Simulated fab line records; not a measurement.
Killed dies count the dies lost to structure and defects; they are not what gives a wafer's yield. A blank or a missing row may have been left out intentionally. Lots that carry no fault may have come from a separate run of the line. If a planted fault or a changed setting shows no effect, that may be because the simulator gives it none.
Split-lot experiment :: flow n5 finfet :: route with 1938 steps; 7 lots, 21 wafers read

== ON THE SPLIT ==
At N5_BEOL_M1_COAT_62 (time 60 s, resist thk 12 nm), the setting spin rpm was moved away from the recipe's 1500 rpm on 5 of the 21 wafers read, by -6.6% to +8.6%. The other wafers ran this setting at the recipe's value.

== FROM THE SPLIT TO THE READING: what the file shows between them, 4 steps ==
- N5_BEOL_M1_COAT_73: time 60 s, resist thk 5 nm
- N5_BEOL_M1_COAT_05: resist thk 30 nm
- N5_BEOL_M1_DESCUM_16: chemistry O2, time 7 s
- N5_BEOL_M1_ETCH_74: etches underlayer in N2/H2, target depth 6.5 nm, time 5.2 s

== THE READING ==
etch.depth nm (the simulator's own value, which no gauge read), in nm, at N5_BEOL_M1_ETCH_63 (etches SiARC in CF4, target depth 15.6 nm, time 26 s). No usual value for it is given in the file. The 16 wafers here that ran the recipe average 12.03 nm, standard deviation 0.024 nm.

wafer: L074.3
tool, chamber at the split: litho track-04, 0
spin rpm as run, rpm: 1500
against the recipe: recipe
etch.depth nm, nm: 12
against lot-mates on the recipe: -

wafer: L074.5
tool, chamber at the split: litho track-04, 0
spin rpm as run, rpm: 1629
against the recipe: +8.6%
etch.depth nm, nm: 11.53
against lot-mates on the recipe: -0.48

wafer: L074.6
tool, chamber at the split: litho track-04, 0
spin rpm as run, rpm: 1500
against the recipe: recipe
etch.depth nm, nm: 12.02
against lot-mates on the recipe: -

wafer: L077.1
tool, chamber at the split: litho track-01, 0
spin rpm as run, rpm: 1500
against the recipe: recipe
etch.depth nm, nm: 12
against lot-mates on the recipe: -

wafer: L077.4
tool, chamber at the split: litho track-01, 0
spin rpm as run, rpm: 1500
against the recipe: recipe
etch.depth nm, nm: 12.04
against lot-mates on the recipe: -

wafer: L077.5
tool, chamber at the split: litho track-01, 0
spin rpm as run, rpm: 1500
against the recipe: recipe
etch.depth nm, nm: 12.02
against lot-mates on the recipe: -

wafer: L086.1
tool, chamber at the split: litho track-01, 0
spin rpm as run, rpm: 1500
against the recipe: recipe
etch.depth nm, nm: 12.07
against lot-mates on the recipe: -

wafer: L086.3
tool, chamber at the split: litho track-01, 0
spin rpm as run, rpm: 1500
against the recipe: recipe
etch.depth nm, nm: 12.05
against lot-mates on the recipe: -

wafer: L086.6
tool, chamber at the split: litho track-01, 0
spin rpm as run, rpm: 1500
against the recipe: recipe
etch.depth nm, nm: 12
against lot-mates on the recipe: -

wafer: L087.1
tool, chamber at the split: litho track-01, 0
spin rpm as run, rpm: 1401
against the recipe: -6.6%
etch.depth nm, nm: 12.4
against lot-mates on the recipe: +0.41

wafer: L087.2
tool, chamber at the split: litho track-01, 0
spin rpm as run, rpm: 1500
against the recipe: recipe
etch.depth nm, nm: 11.99
against lot-mates on the recipe: -

wafer: L087.6
tool, chamber at the split: litho track-01, 0
spin rpm as run, rpm: 1401
against the recipe: -6.6%
etch.depth nm, nm: 12.39
against lot-mates on the recipe: +0.40

wafer: L091.3
tool, chamber at the split: litho track-04, 0
spin rpm as run, rpm: 1500
against the recipe: recipe
etch.depth nm, nm: 12.02
against lot-mates on the recipe: -

wafer: L091.6
tool, chamber at the split: litho track-04, 0
spin rpm as run, rpm: 1500
against the recipe: recipe
etch.depth nm, nm: 12.02
against lot-mates on the recipe: -

wafer: L091.4
tool, chamber at the split: litho track-04, 0
spin rpm as run, rpm: 1500
against the recipe: recipe
etch.depth nm, nm: 12.04
against lot-mates on the recipe: -

wafer: L093.1
tool, chamber at the split: litho track-04, 0
spin rpm as run, rpm: 1500
against the recipe: recipe
etch.depth nm, nm: 12.06
against lot-mates on the recipe: -

wafer: L093.2
tool, chamber at the split: litho track-04, 0
spin rpm as run, rpm: 1500
against the recipe: recipe
etch.depth nm, nm: 12.04
against lot-mates on the recipe: -

wafer: L093.4
tool, chamber at the split: litho track-04, 0
spin rpm as run, rpm: 1500
against the recipe: recipe
etch.depth nm, nm: 12.05
against lot-mates on the recipe: -

wafer: L094.2
tool, chamber at the split: litho track-04, 0
spin rpm as run, rpm: 1629
against the recipe: +8.6%
etch.depth nm, nm: 11.55
against lot-mates on the recipe: -0.45

wafer: L094.6
tool, chamber at the split: litho track-04, 0
spin rpm as run, rpm: 1629
against the recipe: +8.6%
etch.depth nm, nm: 11.55
against lot-mates on the recipe: -0.45

wafer: L094.4
tool, chamber at the split: litho track-04, 0
spin rpm as run, rpm: 1500
against the recipe: recipe
etch.depth nm, nm: 12
against lot-mates on the recipe: -

THE FIT
A straight line over all 21 wafers: etch.depth nm changes by -0.0561 nm for each +1% of spin rpm; r = -1.00; the points scatter about the line by 0.022 nm.
The same after taking each lot's own level away (the mean of its wafers on the recipe; 21 wafers): -0.056 nm for each +1%; r = -1.00; scatter 0.02 nm.
The reading moves by 0.48 nm for the largest change in spin rpm, on that fit.
Measured against the standard deviation above, the lots' own levels, which go from 11.990 to 12.050 nm, span 2.5 times it.
Hence the lot-to-lot level has little effect on the slope; both slopes agree.
Check: for one of the wafers moved furthest among these (+8.6%), held out of the fit, the line's prediction against its lot-mates is -0.473 nm. Against them it came out at -0.48 nm.

== OTHER SPLITS APPLIED TO THESE WAFERS ==
Before the reading, these wafers also passed through other splits. Each is held against what the fit with the lots' levels taken away leaves over:
other split on the same wafers: N5_BEOL_M0_SAQP_SPACER2_ALD_26 target thk a
wafers away from the commonest value: 8
r with etch.depth nm (lot level and that fit taken away): +0.18

other split on the same wafers: N5_BEOL_M0_SAQP_COAT_87 temp c
wafers away from the commonest value: 4
r with etch.depth nm (lot level and that fit taken away): +0.35

other split on the same wafers: N5_BEOL_M1_COAT_61 spin rpm
wafers away from the commonest value: 9
r with etch.depth nm (lot level and that fit taken away): +0.40

== THE WHOLE CHAIN: every reading that the file lists as answering this split, in the file's order ==
step: N5_BEOL_M1_COAT_62
what it does: time 60 s, resist thk 12 nm
reading: SiARC_of_BEOL_M1_COAT_62.thk nm (the simulator's own value, which no gauge read)
change (the file's fit): -0.0497 nm for each +1% of the setting
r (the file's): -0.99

step: N5_BEOL_M1_ETCH_63
what it does: etches SiARC in CF4, target depth 15.6 nm, time 26 s
reading: CAR-EUV_of_BEOL_M1_COAT_05.thk nm (the simulator's own value, which no gauge read)
change (the file's fit): +0.0542 nm for each +1% of the setting
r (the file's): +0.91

step: N5_BEOL_M1_ETCH_63
what it does: etches SiARC in CF4, target depth 15.6 nm, time 26 s
reading: etch.depth nm (the simulator's own value, which no gauge read)
change (the file's fit): -0.0559 nm for each +1% of the setting
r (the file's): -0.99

== FILE'S OWN FIT ==
etch.depth nm changes by -0.0559 nm for each +1% of spin rpm, r = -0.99.
